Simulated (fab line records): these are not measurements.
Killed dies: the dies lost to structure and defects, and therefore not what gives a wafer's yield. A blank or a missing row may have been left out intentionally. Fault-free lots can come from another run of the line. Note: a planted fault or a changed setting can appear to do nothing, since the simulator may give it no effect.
Chamber matching ; flow n5 finfet ; N5_BEOL_M13_ILD_DEP_00 on pecvd-04 has 3 sister chambers
The step deposits SiOC from DEMS/O2, target thk 837.92 nm, time 166.4 s. 3 wafers are shown with their chamber, then 7 later ones without.

WAFERS, EACH WITH ITS CHAMBER
wafer;chamber;heater power w (W)
L086.6;2;470
L093.2;0;400
L093.3;1;501

WAFERS WHOSE CHAMBER IS MISSING
wafer;heater power w (W)
L093.4;532
L095.2;553
L095.5;490
L095.6;572
L094.3;525
L094.4;506
L094.6;558

THE CHAMBER EACH PASSED THROUGH
wafer;from the rows above;in truth
L093.4;can't be placed: 1 or 2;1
L095.2;can't be placed: 1 or 2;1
L095.5;can't be placed: 1 or 2 or 0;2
L095.6;can't be placed: 1 or 2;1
L094.3;can't be placed: 1 or 2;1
L094.4;can't be placed: 1 or 2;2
L094.6;can't be placed: 1 or 2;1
Correctly placed: 0 of 7. From these rows, 7 cannot be placed; in 7 the true chamber is one of the candidates. Wrongly placed: 0.
How it was worked out, from the rows above alone: a wafer's distance from a chamber is the root of the sum, over the readings, of the square of ((its reading less the chamber's mean) divided by the reading's scatter). The wafer belongs to the nearest chamber; if the next one is less than 2 further off, it can't be placed. The mean given for a chamber averages the wafers shown for that chamber. The scatter: root of mean squared gap, hidden wafer to nearest shown wafer, with one shown wafer a chamber.
